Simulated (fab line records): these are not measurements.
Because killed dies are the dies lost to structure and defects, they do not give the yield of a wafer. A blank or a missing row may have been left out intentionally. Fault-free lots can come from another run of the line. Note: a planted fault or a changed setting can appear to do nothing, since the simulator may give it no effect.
fab line records	flow n5-finfet
[record] lots = 11	wafers = 33	last-day = 18
route steps=1938 shown BEOL_M8@1379 PASSIVATION@1936
lots untouched by any fault: they come from a run of this same line in which no faults occurred
start-h: hours from the record's first day to the start of the lot's first wafer shown	wait-h: hours since the lot's step before	" repeats the value in the row above	L1.1+2: a single row standing in for several wafers	- no value, or no start given	* or withheld: withheld	< > ~ a bound
route shown NAME@n: names a module that has steps shown in the file, with the first one's number in the route	usual: mean/standard deviation taken from wafers without a fault	same: alike in all rows	chamber/n: place in a boat	sites: per-site readings	_std_site: the values' standard deviation	_edge_site: inner sites' mean taken away from outer sites' mean	radius-mm: how far each site lies from the wafer's centre	mask NAME#n: copy n	behind: the tool/chamber that last shaped the wafer	hold: why the lot was held/for how many hours/how that ended	device: whichever transistor did not switch (one of n, p or np)	end of line: the route-end tests of the same wafers	step lacking rows: just its recipe	killed: dies that structure and defects cost at the first sort, which is not the same as the wafer's yield	map: dies across one wafer; x = killed, . = not, _ = none there
set.NAME: the setting the step ran with; set.NAME@STEP: the setting that earlier step ran with	model.NAME: the simulator's own value behind a step, which no gauge read
route steps across a sampled set of lots; one table per step, one row per wafer
services: when a tool's chamber went out of use (start-h, in hours from the record's first day, below 0 if earlier), for how many hours, and the reason
[[steps]]
[step N5_BEOL_M8_STRIP_80]
[recipe] chemistry = N2/H2	time-s = 10	power-w = 450	temp-c = 40	pressure-mtorr = 20	rf-frequency-hz = 6e+07	bias-power-w = 7	n2-flow-sccm = 200	h2-flow-sccm = 200
[usual] drypump-motor-current-A = 5.8/0.44	n2-flow-sccm = 200.0/0.58	oes-product-au = 0.77/0.089	rf-vpp-V = 59.0/0.83	showerhead-plenum-p-Torr = 2.49/0.039	throttle-valve-pct = 23.59/0.28
lot.wafer	tool	chamber	start-h	wait-h	drypump-motor-current-A	n2-flow-sccm	oes-product-au	rf-hours-counter-h	rf-vpp-V	showerhead-plenum-p-Torr	throttle-valve-pct
L535.1	rie-diel-02	1	-	-	6.1	199.6	0.72	169	57.9	2.54	23.51
L535.2	"	3	"	"	6.0	200.1	0.76	124	59.7	2.55	23.45
L535.5	"	1	"	"	6.1	200.3	0.72	-	58.5	2.54	23.51
L539.4	rie-diel-01	0	-	-	6.5	200.3	0.83	-	57.1	2.48	23.16
L539.5	"	3	"	"	4.8	199.0	0.71	-	58.9	2.51	23.98
L539.6	"	2	"	"	5.7	201.4	0.90	-	59.3	2.48	23.52
L543.1	rie-diel-05	3	-	-	5.7	200.5	0.69	246	59.2	2.49	23.98
L543.3	"	1	"	"	6.0	199.6	0.91	20	60.1	2.48	23.14
L543.5	"	2	"	"	5.1	199.3	0.69	-	58.5	2.42	23.79
L546.1	rie-diel-02	1	-	-	6.1	201.5	0.70	192	59.2	2.53	23.53
L546.2	"	0	"	"	5.7	200.1	0.76	141	60.0	2.44	23.56
L546.3	"	2	"	"	6.0	201.0	0.71	201	60.5	2.52	24.10
L549.2	rie-diel-05	1	-	-	6.0	200.0	0.89	35	58.0	2.47	23.17
L549.4	"	1	"	"	6.0	199.8	0.88	-	57.5	2.47	23.15
L549.6	"	0	"	"	5.1	199.9	0.92	-	58.0	2.49	23.32
L550.2	rie-diel-01	2	-	-	5.7	199.4	0.85	65	58.3	2.47	23.56
L550.3	"	1	"	"	5.7	201.2	0.92	24	57.9	2.48	23.50
L550.6	"	1	"	"	5.7	201.4	0.92	-	58.4	2.48	23.51
L554.1	rie-diel-01	1	-	-	5.7	200.4	0.92	27	59.6	2.48	23.49
L554.3	"	0	"	"	6.5	200.5	0.81	102	58.3	2.46	23.23
L554.4	"	0	"	"	6.5	199.7	0.80	-	58.5	2.46	23.23
L555.1	rie-diel-05	0	-	-	5.1	199.7	0.90	29	58.4	2.49	23.34
L555.5	"	2	"	"	5.1	199.8	0.68	-	59.5	2.41	23.84
L555.6	"	0	"	"	5.1	200.9	0.90	-	59.9	2.49	23.34
L556.2	rie-diel-02	2	-	-	6.0	200.0	0.69	228	60.4	2.51	24.15
L556.5	"	2	"	"	6.0	199.6	0.69	-	59.2	2.51	24.14
L556.6	"	3	"	"	6.1	198.6	0.73	-	58.5	2.53	23.53
L557.1	rie-diel-02	0	-	-	5.6	199.4	0.73	168	59.8	2.42	23.59
L557.2	"	2	"	"	6.0	200.6	0.69	229	58.7	2.51	24.14
L557.3	"	3	"	"	6.1	199.6	0.72	174	59.6	2.53	23.52
L558.1	rie-diel-01	3	-	-	4.8	199.1	0.96	2	58.2	2.49	23.73
L558.2	"	0	"	"	6.5	200.1	0.79	115	57.9	2.46	23.25
L558.4	"	2	"	"	5.7	200.2	0.83	82	58.4	2.46	23.60
[step N5_BEOL_M8_ANNEAL_51]
[recipe] temp-c = 225	time-s = 90	ambient = N2
[usual] anneal-temp-c = 225.02/0.17	wafer_temp_C_max = 226.15/0.28
lot.wafer	tool	chamber	start-h	wait-h	anneal-temp-c	wafer_temp_C_max
L535.1	rtp-anneal-02	0	200.52	0.1	224.78	226.23
L535.2	"	0	"	"	225.08	226.05
L535.5	"	0	"	"	224.85	226.45
L539.4	rtp-anneal-01	0	245.42	0.2	224.84	226.93
L539.5	"	0	"	"	224.84	226.26
L539.6	"	0	"	"	224.84	226.38
L543.1	rtp-anneal-02	0	257.96	0.3	225.21	226.46
L543.3	"	0	"	"	224.91	226.63
L543.5	"	0	"	"	225.01	226.21
L546.1	rtp-anneal-02	0	271.10	0.1	225.44	225.81
L546.2	"	0	"	"	225.22	225.82
L546.3	"	0	"	"	225.13	226.07
L549.2	rtp-anneal-02	0	305.66	0.6	224.99	226.22
L549.4	"	0	"	"	225.06	226.41
L549.6	"	0	"	"	225.11	225.96
L550.2	rtp-anneal-02	0	319.15	0.1	225.25	225.87
L550.3	"	0	"	"	225.10	226.04
L550.6	"	0	"	"	225.02	225.71
L554.1	rtp-anneal-02	0	324.75	0.2	224.65	225.87
L554.3	"	0	"	"	224.82	225.84
L554.4	"	0	"	"	225.00	225.75
L555.1	rtp-anneal-02	0	332.29	0.1	224.85	226.14
L555.5	"	0	"	"	224.72	226.08
L555.6	"	0	"	"	225.06	225.82
L556.2	rtp-anneal-01	0	342.98	0.1	224.85	226.24
L556.5	"	0	"	"	224.97	226.42
L556.6	"	0	"	"	224.97	226.12
L557.1	rtp-anneal-01	0	345.36	0.2	224.97	226.62
L557.2	"	0	"	"	225.06	226.31
L557.3	"	0	"	"	225.04	226.25
L558.1	rtp-anneal-02	0	354.63	0.3	225.04	225.82
L558.2	"	0	"	"	224.86	226.12
L558.4	"	0	"	"	225.04	226.50
[step N5_BEOL_M8_CMP_52]
[recipe] stop-on = SiCOH_lowk	t-overpolish-s = 6.9	down-force-psi = 1	platen-rpm = 50	clearing-platen-down-force-psi = 1.5	clearing-platen-rpm = 50	post-cmp-clean = cu-alkaline	target-thk-nm = 80	clearing-platen-pad-velocity-m-s = 0.99484	pad-velocity-m-s = 0.99484
[usual] barrier-field-endpoint-s = 29.0/0.75	motor-current-A = 6.1/0.73	overpolish-run-s = 6.898/0.0094	retaining-ring-pressure-frac = 1.000/0.0052	slurry-flow-ml-min = 150.0/0.5	time-to-endpoint-s = 63.6/2.4
lot.wafer	tool	chamber	start-h	wait-h	barrier-field-endpoint-s	motor-current-A	overpolish-run-s	retaining-ring-pressure-frac	slurry-flow-ml-min	time-to-endpoint-s
L535.2	cmp-04	2	200.86	0.2	28.6	5.9	6.892	0.993	149.6	64.1
L535.1	"	3	"	"	29.4	5.6	6.911	0.998	150.0	66.9
L535.5	"	2	"	"	28.7	5.9	6.896	0.993	149.8	62.6
L539.4	cmp-04	1	245.58	0.1	30.0	6.4	6.889	1.000	150.6	64.8
L539.5	"	1	"	"	29.7	5.8	6.890	1.001	150.5	64.5
L539.6	"	2	"	"	29.0	6.0	6.905	0.991	149.8	61.7
L543.1	cmp-04	3	258.33	0.3	28.1	5.3	6.896	1.000	149.9	63.3
L543.3	"	0	"	"	27.4	6.0	6.899	1.007	150.1	59.9
L543.5	"	2	"	"	28.4	5.8	6.894	0.999	149.8	59.3
L546.1	cmp-04	2	271.40	0.3	27.9	6.0	6.897	0.994	150.8	63.9
L546.3	"	0	"	"	29.2	5.7	6.899	0.998	149.9	63.4
L546.2	"	1	"	"	29.2	6.2	6.905	1.001	150.4	64.1
L549.2	cmp-03	2	306.00	0.3	29.4	6.7	6.878	1.008	149.4	65.6
L549.4	"	0	"	"	30.4	6.2	6.899	0.997	149.7	68.4
L549.6	"	2	"	"	30.4	7.1	6.904	1.000	150.5	67.0
L550.2	cmp-04	1	319.45	0.2	28.6	6.2	6.901	1.003	149.8	64.7
L550.3	"	3	"	"	28.8	5.1	6.904	1.000	150.4	68.5
L550.6	"	0	"	"	28.6	6.3	6.885	1.004	149.8	64.7
L554.3	cmp-03	3	325.06	0.2	29.1	7.5	6.901	0.990	150.2	62.9
L554.4	"	0	"	"	28.3	6.3	6.893	1.000	150.2	64.2
L554.1	"	1	"	"	28.3	5.1	6.914	0.999	150.4	62.3
L555.1	cmp-02	1	332.67	0.3	27.7	5.9	6.901	1.003	150.6	59.3
L555.5	"	3	"	"	29.2	6.1	6.898	1.001	150.5	59.1
L555.6	"	0	"	"	29.1	5.4	6.895	0.997	149.5	60.8
L556.2	cmp-03	1	343.36	0.3	29.0	5.4	6.914	1.003	149.7	64.2
L556.6	"	2	"	"	30.0	6.6	6.903	1.007	150.5	66.3
L556.5	"	3	"	"	29.4	7.6	6.908	1.003	150.7	66.4
L557.3	cmp-04	0	345.67	0.2	28.6	6.0	6.897	1.006	149.8	64.2
L557.1	"	2	"	"	29.8	5.9	6.914	1.001	149.1	65.3
L557.2	"	3	"	"	29.1	5.6	6.904	1.002	149.3	65.7
L558.1	cmp-04	0	354.98	0.3	28.6	5.7	6.890	1.005	149.4	63.8
L558.2	"	1	"	"	29.2	6.0	6.893	1.006	149.5	65.0
L558.4	"	2	"	"	29.4	5.9	6.896	1.000	148.8	61.8
[step N5_BEOL_M8_PRE_CLEAN_55]
[recipe] gas = NH3	time-s = 15	temp-c = withheld	rf-power-w = 300
[usual] rf-fwd-power-W = 295.0/1.7
lot.wafer	tool	chamber	start-h	wait-h	rf-fwd-power-W
L535.1	pecvd-03	0	201.15	0.0	292.4
L535.2	"	2	"	"	294.7
L535.5	"	1	"	"	295.0
L539.4	pecvd-01	0	245.94	0.0	295.8
L539.5	"	0	"	"	295.6
L539.6	"	1	"	"	297.1
L543.1	pecvd-01	1	258.59	0.0	234.0
L543.3	"	2	"	"	231.7
L543.5	"	0	"	"	233.1
L546.1	pecvd-01	0	271.73	0.0	232.6
L546.2	"	1	"	"	235.2
L546.3	"	2	"	"	231.7
L549.2	pecvd-03	1	306.29	0.0	292.8
L549.4	"	0	"	"	293.3
L549.6	"	1	"	"	294.0
L550.2	pecvd-04	1	319.74	0.0	294.0
L550.3	"	0	"	"	295.5
L550.6	"	2	"	"	294.5
L554.1	pecvd-03	1	325.39	0.0	296.1
L554.3	"	0	"	"	292.8
L554.4	"	1	"	"	296.2
L555.1	pecvd-01	2	332.92	0.0	293.9
L555.5	"	0	"	"	294.3
L555.6	"	2	"	"	293.0
L556.2	pecvd-04	2	343.58	0.0	296.0
L556.5	"	1	"	"	295.0
L556.6	"	2	"	"	295.6
L557.1	pecvd-01	2	346.00	0.0	294.6
L557.2	"	1	"	"	296.4
L557.3	"	0	"	"	294.5
L558.1	pecvd-03	2	355.27	0.0	292.2
L558.2	"	0	"	"	293.4
L558.4	"	0	"	"	294.5
[step N5_PASSIVATION_PROBE_49]
[usual] defect-limited-yield = 91.2/1.6	killed_at_M0_to_M3 = 33/11	killed_at_M4_up = 15/6.2	killed-at-contacts = 15/7.1	killed-at-front-end = 38/12	killed-at-other = 4/3.5	killed-dies = 104/19	killed-open = 69/14	killed-short = 34/8.5	sort_bin_5_function = 5.2/0.99	sort_bin_6_memory = 3.3/0.77	sort-n-pass = 1076/19	sort-yield-pct = 91.2/1.6
[same] gross-dies = 1180	killed-at-back-side = 0	sort_bin_4_leakage[%] = 0	sort_bin_8_speed[%] = 0
lot.wafer	tool	chamber	start-h	wait-h	defect-limited-yield[%]	killed_at_M0_to_M3	killed_at_M4_up	killed-at-contacts	killed-at-front-end	killed-at-other	killed-dies	killed-open	killed-short	sort_bin_5_function[%]	sort_bin_6_memory[%]	sort-n-pass	sort-yield-pct[%]
L543.1	prober-02	-	320.98	0.0	90.9	38	20	9	36	4	107	66	40	5.1	3.6	1073	90.9
// killed by level:class
L543.1 FIN_SAQP:geometric-particle:open=9 BEOL_M0_SAQP:geometric-particle:open=8 BEOL_M3:geometric-particle:short=8 STI_FIN_REVEAL:geometric-particle:open=7 MOL_CONTACT_COAG:geometric-particle:open=7 BEOL_M2:geometric-particle:open=7 BEOL_M1:geometric-particle:open=6 FIN_SAQP:geometric-particle:short=5
[[services]]
tool	chamber	start-h	hours	kind
cmp-02	-	183.81	2.2	repair
pecvd-03	1	194.71	2.1	scheduled-down
rie-diel-01	0	205.00	10.7	repair
rie-diel-05	3	217.36	2.8	repair
rie-diel-01	1	226.12	7.0	repair
pecvd-03	0	229.88	2.1	scheduled-down
cmp-04	-	232.63	0.3	repair
rie-diel-01	1	233.20	-	clean
rie-diel-01	1	233.20	-	consumable-replace:focus-ring
pecvd-01	2	244.65	5.5	scheduled-down
cmp-04	-	246.71	8.5	pm
pecvd-01	-	256.49	0.9	repair
cmp-02	-	260.23	0.3	repair
pecvd-01	0	266.89	2.1	scheduled-down
cmp-03	-	269.07	4.0	pm
rie-diel-05	-	271.96	10.0	pm
cmp-02	-	279.17	4.0	pm
cmp-03	-	290.07	0.6	repair
rie-diel-05	3	292.57	28.2	repair
cmp-02	-	304.96	3.9	repair
rie-diel-05	-	311.93	2.8	pm
rie-diel-05	3	321.20	7.7	repair
rie-diel-01	3	343.36	5.8	repair
rtp-anneal-02	-	349.02	1.1	pm
[[key]]
[first-sign] step = N5_BEOL_M8_PRE_CLEAN_55	reading = rf-fwd-power-W	direction = down	sigmas = 37	usual = *	struck = *
effect none on later readings
met-at N5_BEOL_M8_PRE_CLEAN_55
struck-lots L543,L546
not-acting-at N5_BEOL_M8_STRIP_80,N5_BEOL_M8_ANNEAL_51,N5_BEOL_M8_CMP_52
onset-between 245.94 258.59
[fault] kind = process-parameter-drift	tool = pecvd-01	chamber = -	onset-h = 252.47	steps = N5_BEOL_M8_PRE_CLEAN_55	channel = rf-power-w	offset = *	shape = step	end-h = 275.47	acts-in = *	stated = *
